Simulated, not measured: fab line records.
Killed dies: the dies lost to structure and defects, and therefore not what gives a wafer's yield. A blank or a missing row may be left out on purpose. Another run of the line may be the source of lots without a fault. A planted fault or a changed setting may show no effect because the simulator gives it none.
The tool behind it: which one?    flow nand-harc    Sampling: 15 lots, 44 wafers, 4 of 1159 route steps

WHAT THE GAUGES SHOWED, per wafer
NHARC_P_CONTACT_CD_MEAS_12: target cd 90 nm.
lot   measured      on         cd-nm (nm)
L151  day 5 13:13   cd-sem-03  90.8 89.7 89.1
L152  day 5 15:43   cd-sem-03  90.2 90.4 90.5
L153  day 6 04:08   cd-sem-01  89.3 90.0 89.2
L156  day 6 21:50   cd-sem-03  89.5 105.7 90.5
L158  day 7 00:18   cd-sem-01  89.3 105.0
L157  day 7 01:20   cd-sem-01  89.5 105.3 90.4
L164  day 8 20:41   cd-sem-01  89.4 89.6 89.3
L165  day 9 04:14   cd-sem-03  88.9 89.4 89.1
L166  day 9 10:44   cd-sem-01  89.7 89.2 90.5
L167  day 9 10:53   cd-sem-03  89.4 88.9 89.9
L169  day 10 01:41  cd-sem-01  90.2 89.4 91.1
L172  day 10 15:59  cd-sem-01  89.5 90.5 90.3
L171  day 10 17:00  cd-sem-02  89.4 88.9 89.0
L173  day 11 00:52  cd-sem-02  89.7 89.3 90.5
L174  day 11 02:05  cd-sem-01  89.6 89.0 88.8

WHAT TOOL EACH LOT RAN ON (gives the tool, then ch and the chambers of the sampled wafers, and finally the start)
lot   NHARC_P_GATE_RTA_82               NHARC_P_CONTACT_CMP_01         NHARC_P_CONTACT_PEB_10
L151  rtp-anneal-01 ch 0, day 5 11:25   cmp-03 ch 0,1,3, day 5 12:26   litho-track-01 ch 0, day 5 13:08
L152  rtp-anneal-02 ch 0, day 5 14:01   cmp-03 ch 0,1,3, day 5 15:00   litho-track-04 ch 0, day 5 15:38
L153  rtp-anneal-01 ch 0, day 6 02:00   cmp-03 ch 0,3, day 6 03:20     litho-track-06 ch 0, day 6 04:03
L156  rtp-anneal-02 ch 0, day 6 20:04   cmp-02 ch 1,2,3, day 6 21:02   litho-track-01 ch 0, day 6 21:45
L158  rtp-anneal-02 ch 0, day 6 22:39   cmp-02 ch 0,1, day 6 23:36     litho-track-01 ch 0, day 7 00:13
L157  rtp-anneal-02 ch 0, day 6 23:33   cmp-02 ch 0,1, day 7 00:31     litho-track-01 ch 0, day 7 01:15
L164  rtp-anneal-02 ch 0, day 8 18:53   cmp-04 ch 1,3, day 8 19:50     litho-track-04 ch 0, day 8 20:35
L165  rtp-anneal-02 ch 0, day 9 02:27   cmp-04 ch 0,1,3, day 9 03:33   litho-track-06 ch 0, day 9 04:09
L166  rtp-anneal-01 ch 0, day 9 08:56   cmp-03 ch 0,1,3, day 9 09:55   litho-track-06 ch 0, day 9 10:39
L167  rtp-anneal-01 ch 0, day 9 09:11   cmp-02 ch 1,3, day 9 10:13     litho-track-06 ch 0, day 9 10:49
L169  rtp-anneal-02 ch 0, day 9 23:59   cmp-04 ch 0,2,3, day 10 00:59  litho-track-04 ch 0, day 10 01:36
L172  rtp-anneal-02 ch 0, day 10 14:10  cmp-03 ch 1,2, day 10 15:10    litho-track-06 ch 0, day 10 15:54
L171  rtp-anneal-02 ch 0, day 10 15:11  cmp-02 ch 0,1,3, day 10 16:11  litho-track-04 ch 0, day 10 16:55
L173  rtp-anneal-01 ch 0, day 10 23:02  cmp-03 ch 2,3, day 11 00:09    litho-track-01 ch 0, day 11 00:47
L174  rtp-anneal-01 ch 0, day 11 00:04  cmp-03 ch 0,1,2, day 11 01:17  litho-track-01 ch 0, day 11 02:01
- NHARC_P_GATE_RTA_82: time 30 s.
- NHARC_P_CONTACT_CMP_01: polishes SiO2, target thk 200 nm.
- NHARC_P_CONTACT_PEB_10: peb time 65 s.

AS READ BY THE TOOLS THEMSELVES (means over the sampled wafers that have a number; for cases with no such wafer, the mark the record gives instead)
NHARC_P_GATE_RTA_82.
lot   tool           lamp-power-pct (%)  wafer_temp_C_max
L151  rtp-anneal-01  4.110               452.1
L152  rtp-anneal-02  4.080               451.3
L153  rtp-anneal-01  4.114               452.5
L156  rtp-anneal-02  4.082               450.8
L158  rtp-anneal-02  4.082               451.8
L157  rtp-anneal-02  4.085               451.1
L164  rtp-anneal-02  4.083               451.6
L165  rtp-anneal-02  4.085               451.2
L166  rtp-anneal-01  4.111               452.4
L167  rtp-anneal-01  4.112               452.4
L169  rtp-anneal-02  4.084               451.3
L172  rtp-anneal-02  4.082               451.1
L171  rtp-anneal-02  4.080               451.8
L173  rtp-anneal-01  4.112               452.5
L174  rtp-anneal-01  4.108               452.7

NHARC_P_CONTACT_CMP_01.
lot   tool    edge-zone-pressure-frac  motor-current-A (A)  slurry-flow-ml-min
L151  cmp-03  1.002                    10.3                 150.7
L152  cmp-03  0.998                    10.2                 150.0
L153  cmp-03  1.002                    9.7                  150.3
L156  cmp-02  0.998                    12.0                 150.4
L158  cmp-02  0.998                    10.8                 149.8
L157  cmp-02  0.997                    11.0                 150.2
L164  cmp-04  1.001                    11.1                 149.8
L165  cmp-04  1.001                    11.1                 149.7
L166  cmp-03  1.001                    10.6                 150.4
L167  cmp-02  1.006                    12.2                 150.2
L169  cmp-04  0.999                    11.1                 150.0
L172  cmp-03  1.001                    11.9                 150.7
L171  cmp-02  1.001                    11.3                 149.8
L173  cmp-03  0.997                    10.3                 150.0
L174  cmp-03  0.999                    11.2                 150.2

THE ANSWER, worked out from the rows above alone
Rule: usual is defined by the lots themselves. The widest of any qualifying gaps counts: lots, ordered by their means at a reading, are off when they make up no more than a third of the lots, leave a main group of 4 or more, and stand apart from it by 3 or more times the standard deviation of that group's means. The tables above print the reading to a certain number of digits; a main group whose means all agree to those digits is not used. Also off: a lot with no number at a reading for which 4 or more lots have one. Any other lot the step has rows for is counted as sound. Order of review: gauges by route order, followed by the tools' own readings, for which a lot's mean as printed above is used. At the first step where some lot is off, the reading lying furthest off is the one used; lots without a number count as furthest.
Off: L156, L158, L157 (NHARC_P_CONTACT_CD_MEAS_12, cd-nm). Main group: mean 89.7 nm, sd 0.42.
A tool fits if, at a process step before that reading, it ran every lot that is off, and no sound lot after the first of them. The gauges at NHARC_P_CONTACT_CD_MEAS_12 are tried like those tools. Of those tried, none fits.

WHAT THE SIMULATOR HAD INSERTED
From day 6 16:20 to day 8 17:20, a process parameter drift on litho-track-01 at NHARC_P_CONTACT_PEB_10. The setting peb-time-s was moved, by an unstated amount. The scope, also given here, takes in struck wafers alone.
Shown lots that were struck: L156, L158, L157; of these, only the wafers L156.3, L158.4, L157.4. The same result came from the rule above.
